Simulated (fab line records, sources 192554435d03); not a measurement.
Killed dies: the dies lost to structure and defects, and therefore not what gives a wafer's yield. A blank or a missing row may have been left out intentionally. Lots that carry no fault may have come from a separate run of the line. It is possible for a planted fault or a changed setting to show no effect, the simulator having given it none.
Matching of chambers :: flow n5 finfet :: N5_BEOL_M14_STRIP_37 on rie diel-02: 4 sister chambers
The step strips in O2. 24 wafers are shown with their chamber, then 12 later ones without.

WAFERS WITH THEIR CHAMBER
wafer: L074.4
chamber: 0
drypump motor current A (A): 5.3
showerhead plenum p Torr (Torr): 2.13
throttle valve pct (%): 16.75

wafer: L074.5
chamber: 3
drypump motor current A (A): 6.7
showerhead plenum p Torr (Torr): 2.07
throttle valve pct (%): 17.06

wafer: L074.6
chamber: 2
drypump motor current A (A): 6.2
showerhead plenum p Torr (Torr): 2.21
throttle valve pct (%): 16.57

wafer: L075.1
chamber: 2
drypump motor current A (A): 6.2
showerhead plenum p Torr (Torr): 2.20
throttle valve pct (%): 16.54

wafer: L075.2
chamber: 1
drypump motor current A (A): 6.2
showerhead plenum p Torr (Torr): 2.05
throttle valve pct (%): 16.43

wafer: L075.4
chamber: 1
drypump motor current A (A): 6.3
showerhead plenum p Torr (Torr): 2.05
throttle valve pct (%): 16.43

wafer: L076.1
chamber: 1
drypump motor current A (A): 6.2
showerhead plenum p Torr (Torr): 2.05
throttle valve pct (%): 16.43

wafer: L076.3
chamber: 2
drypump motor current A (A): 6.3
showerhead plenum p Torr (Torr): 2.20
throttle valve pct (%): 16.52

wafer: L076.4
chamber: 0
drypump motor current A (A): 5.3
showerhead plenum p Torr (Torr): 2.13
throttle valve pct (%): 16.74

wafer: L080.1
chamber: 1
drypump motor current A (A): 6.3
showerhead plenum p Torr (Torr): 2.05
throttle valve pct (%): 16.38

wafer: L080.2
chamber: 0
drypump motor current A (A): 5.3
showerhead plenum p Torr (Torr): 2.13
throttle valve pct (%): 16.74

wafer: L080.6
chamber: 2
drypump motor current A (A): 6.3
showerhead plenum p Torr (Torr): 2.20
throttle valve pct (%): 16.57

wafer: L081.1
chamber: 2
drypump motor current A (A): 6.2
showerhead plenum p Torr (Torr): 2.20
throttle valve pct (%): 16.57

wafer: L081.3
chamber: 1
drypump motor current A (A): 6.3
showerhead plenum p Torr (Torr): 2.05
throttle valve pct (%): 16.43

wafer: L081.4
chamber: 2
drypump motor current A (A): 6.2
showerhead plenum p Torr (Torr): 2.20
throttle valve pct (%): 16.55

wafer: L088.2
chamber: 0
drypump motor current A (A): 5.3
showerhead plenum p Torr (Torr): 2.12
throttle valve pct (%): 16.79

wafer: L088.4
chamber: 1
drypump motor current A (A): 6.2
showerhead plenum p Torr (Torr): 2.04
throttle valve pct (%): 16.48

wafer: L088.6
chamber: 3
drypump motor current A (A): 6.7
showerhead plenum p Torr (Torr): 2.06
throttle valve pct (%): 16.56

wafer: L086.1
chamber: 1
drypump motor current A (A): 6.3
showerhead plenum p Torr (Torr): 2.04
throttle valve pct (%): 16.48

wafer: L086.4
chamber: 3
drypump motor current A (A): 6.7
showerhead plenum p Torr (Torr): 2.06
throttle valve pct (%): 16.59

wafer: L086.5
chamber: 2
drypump motor current A (A): 6.3
showerhead plenum p Torr (Torr): 2.19
throttle valve pct (%): 16.59

wafer: L091.4
chamber: 1
drypump motor current A (A): 6.3
showerhead plenum p Torr (Torr): 2.04
throttle valve pct (%): 16.45

wafer: L091.5
chamber: 1
drypump motor current A (A): 6.3
showerhead plenum p Torr (Torr): 2.04
throttle valve pct (%): 16.48

wafer: L091.6
chamber: 2
drypump motor current A (A): 6.3
showerhead plenum p Torr (Torr): 2.19
throttle valve pct (%): 16.61

SIGNATURES (averages over the wafers above)
reading: drypump motor current A
chamber 0: 5.300
chamber 1: 6.267
chamber 2: 6.250
chamber 3: 6.700
scatter within a chamber: 0.0447

reading: showerhead plenum p Torr
chamber 0: 2.1275
chamber 1: 2.0456
chamber 2: 2.1987
chamber 3: 2.0633
scatter within a chamber: 0.00571

reading: throttle valve pct
chamber 0: 16.7550
chamber 1: 16.4433
chamber 2: 16.5650
chamber 3: 16.7367
scatter within a chamber: 0.0931
Rule: for a wafer and a chamber, the distance is found by dividing, reading by reading, the gap between the wafer's reading and the chamber's mean by the reading's scatter, squaring, summing and taking the root. The wafer belongs to the nearest chamber; if the next one is less than 2 further off, it can't be placed. The scatter is the square root of a quotient: the sum, over the shown wafers, of each reading's squared deviation from its chamber's mean, divided by wafers minus chambers.

WAFERS WHOSE CHAMBER IS MISSING
wafer: L092.1
drypump motor current A (A): 6.7
showerhead plenum p Torr (Torr): 2.05
throttle valve pct (%): 16.62

wafer: L092.2
drypump motor current A (A): 6.3
showerhead plenum p Torr (Torr): 2.04
throttle valve pct (%): 16.51

wafer: L092.5
drypump motor current A (A): 5.3
showerhead plenum p Torr (Torr): 2.12
throttle valve pct (%): 16.77

wafer: L095.2
drypump motor current A (A): 6.7
showerhead plenum p Torr (Torr): 2.05
throttle valve pct (%): 16.64

wafer: L095.3
drypump motor current A (A): 6.3
showerhead plenum p Torr (Torr): 2.04
throttle valve pct (%): 16.51

wafer: L095.6
drypump motor current A (A): 6.2
showerhead plenum p Torr (Torr): 2.19
throttle valve pct (%): 16.62

wafer: L094.2
drypump motor current A (A): 6.3
showerhead plenum p Torr (Torr): 2.04
throttle valve pct (%): 16.51

wafer: L094.4
drypump motor current A (A): 5.3
showerhead plenum p Torr (Torr): 2.12
throttle valve pct (%): 16.85

wafer: L094.5
drypump motor current A (A): 6.2
showerhead plenum p Torr (Torr): 2.19
throttle valve pct (%): 16.61

wafer: L096.3
drypump motor current A (A): 6.2
showerhead plenum p Torr (Torr): 2.19
throttle valve pct (%): 16.66

wafer: L096.4
drypump motor current A (A): 5.3
showerhead plenum p Torr (Torr): 2.12
throttle valve pct (%): 16.82

wafer: L096.6
drypump motor current A (A): 6.3
showerhead plenum p Torr (Torr): 2.04
throttle valve pct (%): 16.51

THE CHAMBER EACH PASSED THROUGH
wafer: L092.1
from the rows above: 3
in truth: 3

wafer: L092.2
from the rows above: 1
in truth: 1

wafer: L092.5
from the rows above: 0
in truth: 0

wafer: L095.2
from the rows above: 3
in truth: 3

wafer: L095.3
from the rows above: 1
in truth: 1

wafer: L095.6
from the rows above: 2
in truth: 2

wafer: L094.2
from the rows above: 1
in truth: 1

wafer: L094.4
from the rows above: 0
in truth: 0

wafer: L094.5
from the rows above: 2
in truth: 2

wafer: L096.3
from the rows above: 2
in truth: 2

wafer: L096.4
from the rows above: 0
in truth: 0

wafer: L096.6
from the rows above: 1
in truth: 1
Correctly placed: 12 of 12. From these rows, 0 cannot be placed. Number placed wrongly: 0.
